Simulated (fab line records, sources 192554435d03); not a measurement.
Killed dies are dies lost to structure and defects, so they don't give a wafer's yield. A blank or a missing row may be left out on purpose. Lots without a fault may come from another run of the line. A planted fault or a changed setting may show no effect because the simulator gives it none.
Chamber matching | flow n5_finfet | N5_SDB_HM_OPEN_20 on rie_diel-05: 4 sister chambers
The step chemistry CH3F/O2, target SiNx, stops on poly-Si, target depth 24 nm. 14 wafers are shown with their chamber, then 7 later ones without.

WAFERS WITH THEIR CHAMBER
wafer  | chamber | showerhead_plenum_p_Torr (Torr) | throttle_valve_pct (%) | oes_product_au (a.u.)
L074.2 | 3       | 2.00                            | 16.17                  | 0.62
L074.3 | 2       | 2.08                            | 15.95                  | 0.60
L074.4 | 0       | 2.11                            | 15.99                  | 0.79
L076.1 | 3       | 2.00                            | 16.19                  | 0.60
L076.2 | 0       | 2.11                            | 16.00                  | 0.76
L076.4 | 1       | 1.97                            | 16.55                  | 0.57
L083.1 | 2       | 2.07                            | 15.98                  | 0.58
L083.2 | 3       | 1.99                            | 16.21                  | 0.58
L083.6 | 2       | 2.07                            | 15.99                  | 0.58
L086.1 | 2       | 2.07                            | 15.96                  | 0.58
L086.2 | 1       | 1.96                            | 16.61                  | 0.55
L086.3 | 3       | 1.99                            | 16.21                  | 0.59
L089.3 | 2       | 2.07                            | 16.00                  | 0.57
L089.5 | 2       | 2.07                            | 16.00                  | 0.59

SIGNATURES (means of the wafers above)
reading                  | chamber 0 | chamber 1 | chamber 2 | chamber 3 | scatter within a chamber
showerhead_plenum_p_Torr | 2.1100    | 1.9650    | 2.0717    | 1.9950    | 0.00483
throttle_valve_pct       | 15.9950   | 16.5800   | 15.9800   | 16.1950   | 0.0227
oes_product_au           | 0.7750    | 0.5600    | 0.5833    | 0.5975    | 0.0143
Rule: a wafer's distance from a chamber is the root of the sum, over the readings, of the square of ((its reading less the chamber's mean) divided by the reading's scatter). The wafer belongs to the nearest chamber; if the next one is less than 2 further off, it can't be placed. The scatter: the root of (the sum of the squares of (reading less its chamber's mean) over the shown wafers, divided by (wafers less chambers)).

WAFERS WITHOUT THEIR CHAMBER
wafer  | showerhead_plenum_p_Torr (Torr) | throttle_valve_pct (%) | oes_product_au (a.u.)
L089.6 | 1.99                            | 16.24                  | 0.59
L092.2 | 1.98                            | 16.26                  | 0.59
L092.3 | 2.07                            | 16.00                  | 0.57
L092.4 | 2.07                            | 16.01                  | 0.58
L097.1 | 1.96                            | 16.12                  | 0.78
L097.4 | 2.09                            | 16.09                  | 0.71
L097.5 | 1.98                            | 16.28                  | 0.59

WHICH CHAMBER EACH WENT THROUGH
wafer  | from the rows above | in truth
L089.6 | 3                   | 3
L092.2 | 3                   | 3
L092.3 | 2                   | 2
L092.4 | 2                   | 2
L097.1 | 3                   | 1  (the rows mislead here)
L097.4 | 0                   | 0
L097.5 | 3                   | 3
Placed correctly: 6 of 7. Can't be placed from these rows: 0. Placed wrongly: 1.
